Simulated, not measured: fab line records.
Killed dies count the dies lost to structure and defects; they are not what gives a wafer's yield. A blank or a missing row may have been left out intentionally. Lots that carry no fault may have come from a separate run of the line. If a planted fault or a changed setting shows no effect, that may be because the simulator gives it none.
Matching of chambers -- flow nand harc -- rie diel-06 running NHARC_A_CHANNEL_HOLE_D1_DESCUM_15: 4 sister chambers
The step chemistry O2, time 3 s. 14 wafers are shown with their chamber, then 7 later ones without.

== WAFERS, EACH WITH ITS CHAMBER ==
wafer,chamber,drypump motor current A (A),oes product au (a.u.),rf vpp V (V)
L150.1,1,5.6,1.005,57.3
L150.2,0,4.8,1.000,57.4
L150.4,2,5.5,0.999,57.3
L153.1,3,6.1,0.993,55.5
L153.2,1,5.6,0.997,57.8
L153.6,0,4.8,0.997,58.1
L154.1,2,5.5,0.987,59.0
L154.4,3,6.1,0.991,58.3
L154.5,1,5.5,1.002,57.7
L156.1,0,4.8,0.999,57.7
L156.2,1,5.6,0.991,59.3
L156.4,2,5.5,0.997,58.3
L159.1,0,4.8,1.015,58.7
L159.3,2,5.5,1.000,57.8

SIGNATURES, as means of the wafers listed above
reading,chamber 0,chamber 1,chamber 2,chamber 3,scatter within a chamber
drypump motor current A,4.800,5.575,5.500,6.100,0.0274
oes product au,1.00275,0.99875,0.99575,0.99200,0.00653
rf vpp V,57.975,58.025,58.100,56.900,0.936
Rule: a wafer's distance from a chamber is the root of the sum, over the readings, of the square of ((its reading less the chamber's mean) divided by the reading's scatter). The wafer belongs to the nearest chamber; if the next one is less than 2 further off, it can't be placed. The scatter: take each reading less its chamber's mean, square it, sum over the shown wafers, divide by the number of wafers less the number of chambers, and take the root.

== WAFERS WHOSE CHAMBER IS MISSING ==
wafer,drypump motor current A (A),oes product au (a.u.),rf vpp V (V)
L159.5,4.8,1.015,57.4
L165.3,4.8,0.995,58.4
L165.5,5.6,1.010,56.5
L165.6,5.5,1.004,57.0
L171.1,4.8,1.000,58.1
L171.5,5.6,1.008,57.3
L171.6,6.1,1.014,56.7

== CHAMBER TAKEN BY EACH ==
wafer,from the rows above,in truth
L159.5,0,0
L165.3,0,0
L165.5,1,1
L165.6,can't be placed: 2 or 1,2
L171.1,0,0
L171.5,1,1
L171.6,3,3
Correctly placed: 6 of 7. These rows do not allow placing 1 (true chamber among the candidates in 1). Wrongly placed: 0.
